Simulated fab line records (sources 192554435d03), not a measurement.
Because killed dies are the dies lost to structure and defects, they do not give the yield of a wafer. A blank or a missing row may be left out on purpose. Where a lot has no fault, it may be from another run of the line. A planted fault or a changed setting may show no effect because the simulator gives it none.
3 desks, one fault / flow n5-finfet / each desk has only its own numbers; what lay behind them comes last

== THE TOOL OWNER'S DESK: laser-anneal-01 ==
Per lot that ran on this tool, the mean of the sampled wafers carrying a number, from the tool's own readings at N5_SD_ACTIVATION_LSA_01 (time 0.0008 s). The brackets show how far a lot's mean lies from the usual mean; more than 4 standard deviations puts the lot out of limits, marked OUT.
Columns: A = wafer_temp_C_max at N5_SD_ACTIVATION_LSA_01, usual 1085.2
lot=L439; first seen here=day 4 08:56; A=1083.8
lot=L441; first seen here=day 4 22:17; A=1084.1
lot=L443; first seen here=day 5 09:20; A=1085.5
lot=L449; first seen here=day 6 21:46; A=1056.3 (-24) OUT
lot=L451; first seen here=day 7 09:29; A=1055.8 (-25) OUT
This desk's verdict: out of limits on L449, L451, starting with L449 at day 6 21:46 (wafer_temp_C_max at N5_SD_ACTIVATION_LSA_01). Within limits: L439, L441, L443.

== THE DEFECT DESK ==
Per lot, the means of the sampled wafers with a number show what the inspections along the route counted. The brackets show how far a lot's mean lies from the usual mean; more than 4 standard deviations puts the lot out of limits, marked OUT.
Columns: A = raw-defect-count at N5_SD_ACTIVATION_INSPECT_02, usual 191
lot=L435; first seen here=day 3 10:12; A=184
lot=L439; first seen here=day 4 09:26; A=243
lot=L440; first seen here=day 4 15:47; A=155
lot=L441; first seen here=day 4 22:47; A=170
lot=L443; first seen here=day 5 09:50; A=201
lot=L449; first seen here=day 6 22:17; A=194
lot=L451; first seen here=day 7 10:01; A=176
lot=L453; first seen here=day 7 22:14; A=180
lot=L455; first seen here=day 8 10:00; A=177
lot=L457; first seen here=day 9 01:29; A=166
This desk's finding: nothing out of limits on any of the 10 lots.

== FROM THE METROLOGY DESK ==
Lot by lot, what the gauges showed, no matter which tool ran the lot: averages of those sampled wafers that carry a number. The brackets show how far a lot's mean lies from the usual mean; more than 4 standard deviations puts the lot out of limits, marked OUT. Readings shown: 7 out of 16 (the first out of limits, and those lying furthest out on some lot).
Columns: A = RS_SD_N at N5_SD_ACTIVATION_RS_MEAS_03, usual 22.0 ohm/sq; B = RS_SD_P at N5_SD_ACTIVATION_RS_MEAS_03, usual 55.9 ohm/sq; C = ION_N at N5_BEOL_M4_RC_MEAS_101, usual 674 uA/um; D = RC_DENSE_N at N5_BEOL_M4_RC_MEAS_101, usual 19.1 ohm.um; E = RC_N at N5_BEOL_M4_RC_MEAS_101, usual 15.6 ohm.um; F = REXT_N at N5_BEOL_M4_RC_MEAS_101, usual 75.6 ohm.um; G = RS_SD_N at N5_BEOL_M4_RC_MEAS_101, usual 28.5 ohm/sq
lot=L435; first seen here=day 3 09:55; A=22.3; B=56.4; C=675; D=19.2; E=15.6; F=75.9; G=28.9
lot=L439; first seen here=day 4 09:08; A=22.3; B=54.7; C=679; D=18.8; E=15.4; F=77.3; G=29.0
lot=L440; first seen here=day 4 15:32; A=21.7; B=56.0; C=668; D=19.3; E=15.6; F=73.7; G=28.2
lot=L441; first seen here=day 4 22:29; A=21.8; B=56.6; C=684; D=18.9; E=15.4; F=75.5; G=28.3
lot=L443; first seen here=day 5 09:32; A=21.9; B=55.4; C=678; D=18.5; E=15.1; F=76.8; G=28.0
lot=L449; first seen here=day 6 21:58; A=25.8 (+12) OUT; B=57.7; C=655; D=21.5 (+5.5) OUT; E=17.4 (+5.6) OUT; F=86.7 (+6.2) OUT; G=32.8 (+11) OUT
lot=L451; first seen here=day 7 09:42; A=25.7 (+11) OUT; B=58.0; C=669; D=21.3 (+5.0) OUT; E=17.4 (+5.5) OUT; F=80.3; G=32.3 (+9.4) OUT
lot=L453; first seen here=day 7 21:55; A=21.8; B=57.1; C=680; D=19.3; E=15.7; F=75.4; G=28.5
lot=L455; first seen here=day 8 09:42; A=22.3; B=55.7; C=678; D=18.9; E=15.4; F=75.4; G=28.9
lot=L457; first seen here=day 9 01:10; A=22.1; B=58.0; C=675; D=19.2; E=15.7; F=76.1; G=28.8
This desk reports L449, L451 out of limits; the earliest was L449 at day 6 21:58 (RS_SD_N at N5_SD_ACTIVATION_RS_MEAS_03). Within limits: L435, L439, L440, L441, L443, L453, L455, L457.

== PUT TOGETHER ==
The tool owner's desk had the chance to raise an alarm at day 6 21:46 on L449, L451.
L449, L451 would have let the metrology desk raise an alarm at day 6 21:58.
Nothing out of limits was seen by the defect desk.
The defect desk has L449, L451 on record, within its limits.
On laser-anneal-01, each named lot ran N5_SD_ACTIVATION_LSA_01.

== WHAT HAD BEEN PUT IN BY THE SIMULATOR ==
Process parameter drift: laser-anneal-01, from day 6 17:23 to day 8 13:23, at N5_SD_ACTIVATION_LSA_01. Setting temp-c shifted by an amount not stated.
Shown lots that were struck: L449, L451.
Fault start to first reading out of limits, in hours, per desk: tool owner, 4; metrology, 5.
